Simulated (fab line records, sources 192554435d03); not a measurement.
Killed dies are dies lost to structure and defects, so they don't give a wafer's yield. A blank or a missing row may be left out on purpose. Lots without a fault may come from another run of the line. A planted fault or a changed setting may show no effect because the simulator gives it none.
Chamber matching | flow n5_finfet | N5_BEOL_M8_ETCH_72 on rie_diel-05: 4 sister chambers
The step etches underlayer in N2/H2, target depth 6.5 nm, time 5.2 s. 14 wafers are shown with their chamber, then 7 later ones without.

WAFERS WITH THEIR CHAMBER
wafer  | chamber | drypump_motor_current_A (A) | showerhead_plenum_p_Torr (Torr) | throttle_valve_pct (%)
L077.1 | 1       | 6.2                         | 2.51                            | 18.1
L077.4 | 1       | 6.2                         | 2.51                            | 18.1
L077.5 | 0       | 5.1                         | 2.42                            | 17.8
L082.2 | 2       | 5.3                         | 2.56                            | 17.3
L082.4 | 0       | 5.2                         | 2.41                            | 17.9
L082.5 | 3       | 5.4                         | 2.67                            | 17.1
L086.2 | 1       | 6.2                         | 2.50                            | 18.1
L086.4 | 2       | 5.3                         | 2.56                            | 17.3
L086.6 | 0       | 5.1                         | 2.40                            | 18.0
L093.3 | 2       | 5.3                         | 2.55                            | 17.3
L093.4 | 2       | 5.3                         | 2.55                            | 17.4
L093.6 | 3       | 5.5                         | 2.66                            | 17.1
L092.1 | 2       | 5.3                         | 2.55                            | 17.3
L092.3 | 1       | 6.2                         | 2.50                            | 18.1

SIGNATURES (means of the wafers above)
reading                  | chamber 0 | chamber 1 | chamber 2 | chamber 3 | scatter within a chamber
drypump_motor_current_A  | 5.133     | 6.200     | 5.300     | 5.450     | 0.0342
showerhead_plenum_p_Torr | 2.4100    | 2.5050    | 2.5540    | 2.6650    | 0.00686
throttle_valve_pct       | 17.900    | 18.100    | 17.320    | 17.100    | 0.0529
Rule: a wafer's distance from a chamber is the root of the sum, over the readings, of the square of ((its reading less the chamber's mean) divided by the reading's scatter). The wafer belongs to the nearest chamber; if the next one is less than 2 further off, it can't be placed. The scatter: the root of (the sum of the squares of (reading less its chamber's mean) over the shown wafers, divided by (wafers less chambers)).

WAFERS WITHOUT THEIR CHAMBER
wafer  | drypump_motor_current_A (A) | showerhead_plenum_p_Torr (Torr) | throttle_valve_pct (%)
L092.5 | 6.1                         | 2.50                            | 18.1
L090.1 | 6.2                         | 2.50                            | 18.1
L090.3 | 5.5                         | 2.66                            | 17.1
L090.5 | 6.2                         | 2.50                            | 18.1
L096.2 | 5.1                         | 2.72                            | 17.6
L096.3 | 5.3                         | 2.55                            | 17.3
L096.4 | 5.4                         | 2.66                            | 17.1

WHICH CHAMBER EACH WENT THROUGH
wafer  | from the rows above | in truth
L092.5 | 1                   | 1
L090.1 | 1                   | 1
L090.3 | 3                   | 3
L090.5 | 1                   | 1
L096.2 | 3                   | 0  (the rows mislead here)
L096.3 | 2                   | 2
L096.4 | 3                   | 3
Placed correctly: 6 of 7. Can't be placed from these rows: 0. Placed wrongly: 1.
